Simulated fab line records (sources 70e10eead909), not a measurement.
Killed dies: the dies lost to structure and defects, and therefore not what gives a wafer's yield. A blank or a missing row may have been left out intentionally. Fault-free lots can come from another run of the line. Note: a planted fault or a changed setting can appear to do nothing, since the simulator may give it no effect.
Chamber matching :: flow nand_harc :: NHARC_A_CONTACT_DESCUM_13 on rie_diel-05 has 4 sister chambers
The step chemistry O2, time 3 s. 14 wafers are shown with their chamber, then 7 later ones without.

## WAFERS, EACH WITH ITS CHAMBER
wafer: L280.1
chamber: 0
drypump_motor_current_A (A): 5.8
oes_product_au (a.u.): 0.998
throttle_valve_pct (%): 11.313

wafer: L280.2
chamber: 1
drypump_motor_current_A (A): 6.1
oes_product_au (a.u.): 1.001
throttle_valve_pct (%): 11.299

wafer: L280.3
chamber: 2
drypump_motor_current_A (A): 4.7
oes_product_au (a.u.): 0.996
throttle_valve_pct (%): 11.313

wafer: L283.4
chamber: 0
drypump_motor_current_A (A): 5.8
oes_product_au (a.u.): 0.994
throttle_valve_pct (%): 11.307

wafer: L283.5
chamber: 3
drypump_motor_current_A (A): 5.0
oes_product_au (a.u.): 0.990
throttle_valve_pct (%): 11.307

wafer: L283.6
chamber: 0
drypump_motor_current_A (A): 5.8
oes_product_au (a.u.): 0.999
throttle_valve_pct (%): 11.306

wafer: L282.1
chamber: 2
drypump_motor_current_A (A): 4.7
oes_product_au (a.u.): 1.000
throttle_valve_pct (%): 11.305

wafer: L282.5
chamber: 0
drypump_motor_current_A (A): 5.8
oes_product_au (a.u.): 0.989
throttle_valve_pct (%): 11.329

wafer: L282.6
chamber: 3
drypump_motor_current_A (A): 5.0
oes_product_au (a.u.): 0.992
throttle_valve_pct (%): 11.296

wafer: L291.1
chamber: 3
drypump_motor_current_A (A): 5.0
oes_product_au (a.u.): 1.003
throttle_valve_pct (%): 11.306

wafer: L291.4
chamber: 1
drypump_motor_current_A (A): 6.1
oes_product_au (a.u.): 1.015
throttle_valve_pct (%): 11.304

wafer: L291.6
chamber: 2
drypump_motor_current_A (A): 4.8
oes_product_au (a.u.): 1.008
throttle_valve_pct (%): 11.310

wafer: L294.1
chamber: 2
drypump_motor_current_A (A): 4.8
oes_product_au (a.u.): 1.005
throttle_valve_pct (%): 11.307

wafer: L294.2
chamber: 0
drypump_motor_current_A (A): 5.8
oes_product_au (a.u.): 0.997
throttle_valve_pct (%): 11.302

SIGNATURES (means of the wafers above)
reading: drypump_motor_current_A
chamber 0: 5.800
chamber 1: 6.100
chamber 2: 4.750
chamber 3: 5.000
scatter within a chamber: 0.0316

reading: oes_product_au
chamber 0: 0.99540
chamber 1: 1.00800
chamber 2: 1.00225
chamber 3: 0.99500
scatter within a chamber: 0.00588

reading: throttle_valve_pct
chamber 0: 11.31140
chamber 1: 11.30150
chamber 2: 11.30875
chamber 3: 11.30300
scatter within a chamber: 0.00757
Rule: distance of a wafer from a chamber = root of the sum over the readings of ((wafer's reading minus chamber's mean) / reading's scatter) squared. If the next closest chamber is less than 2 further off than the closest, the wafer can't be placed; otherwise it belongs to the closest. The scatter: the root of (the sum of the squares of (reading less its chamber's mean) over the shown wafers, divided by (wafers less chambers)).

## WAFERS MISSING THEIR CHAMBER
wafer: L294.4
drypump_motor_current_A (A): 6.1
oes_product_au (a.u.): 0.996
throttle_valve_pct (%): 11.308

wafer: L295.1
drypump_motor_current_A (A): 5.9
oes_product_au (a.u.): 0.988
throttle_valve_pct (%): 11.322

wafer: L295.2
drypump_motor_current_A (A): 6.1
oes_product_au (a.u.): 1.002
throttle_valve_pct (%): 11.307

wafer: L295.6
drypump_motor_current_A (A): 4.7
oes_product_au (a.u.): 0.993
throttle_valve_pct (%): 11.321

wafer: L300.1
drypump_motor_current_A (A): 5.0
oes_product_au (a.u.): 0.995
throttle_valve_pct (%): 11.298

wafer: L300.2
drypump_motor_current_A (A): 5.8
oes_product_au (a.u.): 0.993
throttle_valve_pct (%): 11.303

wafer: L300.3
drypump_motor_current_A (A): 6.1
oes_product_au (a.u.): 1.005
throttle_valve_pct (%): 11.308

## CHAMBER TAKEN BY EACH
wafer: L294.4
from the rows above: 1
in truth: 1

wafer: L295.1
from the rows above: 0
in truth: 0

wafer: L295.2
from the rows above: 1
in truth: 1

wafer: L295.6
from the rows above: 2
in truth: 2

wafer: L300.1
from the rows above: 3
in truth: 3

wafer: L300.2
from the rows above: 0
in truth: 0

wafer: L300.3
from the rows above: 1
in truth: 1
Correct placement for 7 of the 7. Number that these rows cannot place: 0. 0 placed wrongly.
